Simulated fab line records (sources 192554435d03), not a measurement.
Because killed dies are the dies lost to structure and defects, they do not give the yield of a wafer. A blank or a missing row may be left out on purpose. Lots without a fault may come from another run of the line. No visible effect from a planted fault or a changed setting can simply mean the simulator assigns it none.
Code-filled problem report in 8D (eight disciplines) form    flow n5Finfet    the parts of the form that need people (team, actions taken, sign-off) are left out

1. WHAT WENT WRONG
killed_at_M0_to_M3 at N5_PASSIVATION_PROBE_49 reads a mean of 141 on 6 wafers of 2 lots; wafers without a fault read 33 with a standard deviation of 9.1. That puts it +12 standard deviations away from the usual mean.
First observed at day 13 23:01: wafer L179.1, on prober-01. At this step, 12 wafers from 4 lots have a number in the record. Rule for "out", or "out of limits": more than 4 standard deviations from the usual mean. Any other wafer with a number is counted as sound.

2. WHAT IT IS, AND WHAT IT ISN'T
question                     is                      is not
which readings at this step  killed_at_M0_to_M3      killed_at_M4_up, killedAtContacts, killedAtFrontEnd, killedAtOther, killedOpen, killedShort, sort_bin_4_leakage
which lots                   L179, L183              L178, L187
which wafers of those lots   all that have a number  -
read on which tools          prober-01               prober-02
when                         from day 13 23:01       up to then (3 sound wafers); but 3 sound wafers of L187 came after

3. WHAT RULES OUT EACH SUSPECT
Counting: any tool at a process step up to the reading is kept as a suspect provided that every lot that is out went through it and no sound lot did after the first of them.
- pvdSputter-03 at N5_BEOL_M3_SPUTTER_88 (material Cu, target thk 4.5 nm, time 8.29 s): kept. It processed each lot that is out, first L179 at day 9 06:26, and no sound lot thereafter; up to then, the last sound lot it processed was L178 at day 8 13:32.
- pecvd-03 at N5_BEOL_M15_DEP_53 (deposits SiCN from 3MS/NH3, target thk 50 nm, time 17.8 s): kept. It ran every lot that is out, first L179 (day 13 09:42), and no sound lot after that.
- pvdSputter-03 at N5_PASSIVATION_SPUTTER_20 (material TaN, target thk 50 nm): ruled out as a lasting fault. After its first lot that is out, L179 (day 13 16:43), sound lots L187 ran on it.
- prober-01 at N5_PASSIVATION_PROBE_49: kept. It processed each lot that is out, first L179 at day 13 23:01, and no sound lot thereafter; up to then, the last sound lot it processed was L178 at day 13 12:46. Its own readings are out on those wafers: killed_at_M0_to_M3.
Left after counting: pvdSputter-03 at N5_BEOL_M3_SPUTTER_88, pecvd-03 at N5_BEOL_M15_DEP_53, prober-01 at N5_PASSIVATION_PROBE_49.

4. THE CAUSE (what the simulator had put in)
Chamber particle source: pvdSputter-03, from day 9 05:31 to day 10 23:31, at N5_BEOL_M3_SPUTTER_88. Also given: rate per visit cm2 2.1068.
3 suspects survive the count, and this tool is in that group.

5. THE EFFECT CHAIN, in route order
Each row: a reading whose mean over the struck wafers that have a number lies more than 3 standard deviations from the usual. Scope: only readings with a usual standard deviation given in the record; hours: median across lots of the time from each lot's start at the first step in this table that gives one to its start at this step; sigmas: change in usual standard deviations.
hours  step                     reading              usual   on struck wafers  change  sigmas
0      N5_PASSIVATION_PROBE_49  defectLimitedYield   91.1 %  82.3              -8.8    -6.3
0      N5_PASSIVATION_PROBE_49  killed_at_M0_to_M3   33      141               +108    +12
0      N5_PASSIVATION_PROBE_49  killedDies           105     208               +104    +6.5
0      N5_PASSIVATION_PROBE_49  sort_bin_5_function  5.2 %   9.7               +4.5    +5.0
0      N5_PASSIVATION_PROBE_49  sortNPass            1075    972               -104    -6.5
0      N5_PASSIVATION_PROBE_49  sortYieldPct         91.1 %  82.3              -8.8    -6.3
The process steps in it:
- N5_PASSIVATION_PROBE_49

6. HOW IT WOULD HAVE BEEN CAUGHT EARLIER
First out-of-limits reading in this record: day 13 23:01, which is 113 hours after fault onset at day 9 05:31.
Tool readings at N5_BEOL_M3_SPUTTER_88 with a usual standard deviation given in the record: none out on any struck wafer, hence no alarm at a limit of 4 standard deviations on them.
Each of the lots that are out, 2 in all, had begun N5_BEOL_M3_SPUTTER_88 on pvdSputter-03 no later than day 13 23:01. Holding the tool at that point would not have protected any of them.
